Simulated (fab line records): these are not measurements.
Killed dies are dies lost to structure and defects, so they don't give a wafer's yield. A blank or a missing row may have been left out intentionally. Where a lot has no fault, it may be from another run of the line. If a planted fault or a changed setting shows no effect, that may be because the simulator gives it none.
Matching of chambers -- flow n5-finfet -- 4 sister chambers for N5_HKMG_FIN_ALD_75 on ald-hk-03
The step deposits Al2O3, target thk 1 nm, co reactant pulse time 1 s. 8 wafers are shown with their chamber, then 8 later ones without.

WAFERS WITH THEIR CHAMBER
wafer,chamber,heater-power-w (W),precursor-pulse-height-rel
L081.3,3,122,1.017
L082.2,0,161,1.027
L082.3,2,189,1.049
L082.6,1,163,0.959
L086.2,1,170,0.982
L086.4,2,191,1.001
L086.5,3,120,1.011
L089.1,0,165,0.982

WAFERS WITH NO CHAMBER GIVEN
wafer,heater-power-w (W),precursor-pulse-height-rel
L089.4,165,1.001
L089.6,120,1.019
L095.1,169,0.990
L095.3,119,0.994
L095.4,188,0.983
L097.2,171,0.946
L097.3,161,0.980
L097.5,166,1.005

THE CHAMBER EACH PASSED THROUGH
wafer,from the rows above,in truth
L089.4,can't be placed: 0 or 1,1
L089.6,3,3
L095.1,can't be placed: 1 or 0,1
L095.3,3,3
L095.4,2,2
L097.2,can't be placed: 1 or 0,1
L097.3,can't be placed: 0 or 1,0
L097.5,can't be placed: 0 or 1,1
Correct placement for 3 of the 8. Can't be placed from these rows: 5 (the true chamber is among the candidates in 5). Wrongly placed: 0.
How it was worked out, from the rows above alone: a wafer's distance from a chamber is the root of the sum, over the readings, of the square of ((its reading less the chamber's mean) divided by the reading's scatter). If the next closest chamber is less than 2 further off than the closest, the wafer can't be placed; otherwise it belongs to the closest. For every chamber, the mean is computed from those of its wafers that are shown. The scatter is the square root of a quotient: the sum, over the shown wafers, of each reading's squared deviation from its chamber's mean, divided by wafers minus chambers.
